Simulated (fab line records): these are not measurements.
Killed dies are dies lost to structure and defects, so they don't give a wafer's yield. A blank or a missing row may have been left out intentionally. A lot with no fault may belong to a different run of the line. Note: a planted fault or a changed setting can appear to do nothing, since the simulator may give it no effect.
Comparing a struck lot with a sound one | flow nand_harc | 16 out of 1302 route steps
Sound: wafers L697.2, L697.3, L697.6. Struck: wafer L708.6 (left out: L708.1, L708.5 of the same lot, which were not struck); the cause appears at the end.
At each step with rows: each side's tool, then ch and its chambers, then its first start. Under that, the readings that differ: sound wafers | struck wafers | difference of the means | sigmas: that difference in standard deviations of wafers without a fault.
alike: words and numbers the same on both sides, and readings whose means are apart by under 2 such deviations; not compared: readings that were withheld, readings missing a value for some wafer, numbers with overlapping values and no deviation given by the record, and bounds like >300 which may hide the same value.
The two part at a step that has a row with sigmas, a row that says differs or no value, or rows on one side only. Numbers that have no deviation but don't overlap get no sigmas and don't part them. Lack of a reading on every wafer of one side parts them only where that side has two or more wafers.

first, 1 step without rows for these wafers: NHARC_A_DECK1_JOINT_SRD_15.
NHARC_A_DECK1_JOINT_DEP_16: deposits SiO2, target thk 45 nm.
  sound on pecvd-03 ch 0,1, day 14 11:50; struck on pecvd-04 ch 1, day 19 13:23
  alike: heater_power_w, throttle_valve_pct
NHARC_A_DECK1_JOINT_THK_MEAS_17: measures by ellipsometry.
  sound: film_metro-01 at day 14 12:05; struck: film_metro-02 at day 19 13:40
  reading     | sound          | struck | difference | sigmas
  thk_nm (nm) | 44.1 43.6 45.6 | 46.7   | +2.3       | +2
NHARC_A_DECK1_JOINT_INSPECT_05:
  sound: defect_inspect-02 at day 14 12:07; struck: defect_inspect-02 at day 19 13:41
  alike: raw_defect_count
then, no rows for these wafers at 1 step: NHARC_A_ONON_D2_DEP_00 (target thk 1000 nm).
NHARC_A_ONON_D2_THK_MEAS_02: measures by ellipsometry.
  sound: film_metro-02 at day 14 12:41; struck: film_metro-01 at day 19 14:16
  alike: thk_nm
then, no rows for these wafers at 1 step: NHARC_A_ONON_D2_DEP_03 (target thk 1000 nm).
NHARC_A_ONON_D2_THK_MEAS_05: measures by ellipsometry.
  sound: film_metro-02 at day 14 13:16; struck: film_metro-01 at day 19 14:50
  reading     | sound          | struck | difference | sigmas
  thk_nm (nm) | 1017 1016 1013 | 980    | -35        | -3
then, no rows for these wafers at 1 step: NHARC_A_ONON_D2_DEP_06 (target thk 1000 nm).
NHARC_A_ONON_D2_THK_MEAS_08: measures by ellipsometry.
  sound: film_metro-02 at day 14 13:49; struck: film_metro-02 at day 19 15:24
  reading     | sound          | struck | difference | sigmas
  thk_nm (nm) | 1003 1002 1002 | 986    | -16        | -2
then, no rows for these wafers at 1 step: NHARC_A_ONON_D2_DEP_09 (target thk 1000 nm).
NHARC_A_ONON_D2_THK_MEAS_11: measures by ellipsometry.
  sound: film_metro-02 at day 14 14:23; struck: film_metro-02 at day 19 15:58
  alike: thk_nm
NHARC_A_ONON_D2_DEP_12: target thk 1000 nm.
  sound on pecvd_onon-02 ch 0, day 14 14:30; struck on pecvd_onon-04 ch 0, day 19 16:01
  reading             | sound          | struck | difference | sigmas
  n2_flow_sccm (sccm) | 2747 2741 2736 | 2762   | +21        | +2
NHARC_A_ONON_D2_THK_MEAS_14: measures by ellipsometry.
  sound: film_metro-01 at day 14 14:57; struck: film_metro-02 at day 19 16:32
  reading     | sound       | struck | difference | sigmas
  thk_nm (nm) | 980 979 979 | 631    | -348       | -37
then, 1 step without rows for these wafers: NHARC_A_ONON_D2_ANNEAL_15 (time 3600 s).
-- the record jumps here: 12 days lie between the struck wafers' starts before and after (it left off in module A_ONON_D2 and takes up again in module END, whose first step shown is number 1302 of the route) --
NHARC_END_SORT_01:
  only the struck wafers appear in the record here, on prober-02 ch 0 at day 32 02:46; the sound ones have no rows

WHERE THEY PART
At NHARC_A_DECK1_JOINT_THK_MEAS_17 first; at NHARC_END_SORT_01 last (within this record only).

WHY: the cause the simulator had injected
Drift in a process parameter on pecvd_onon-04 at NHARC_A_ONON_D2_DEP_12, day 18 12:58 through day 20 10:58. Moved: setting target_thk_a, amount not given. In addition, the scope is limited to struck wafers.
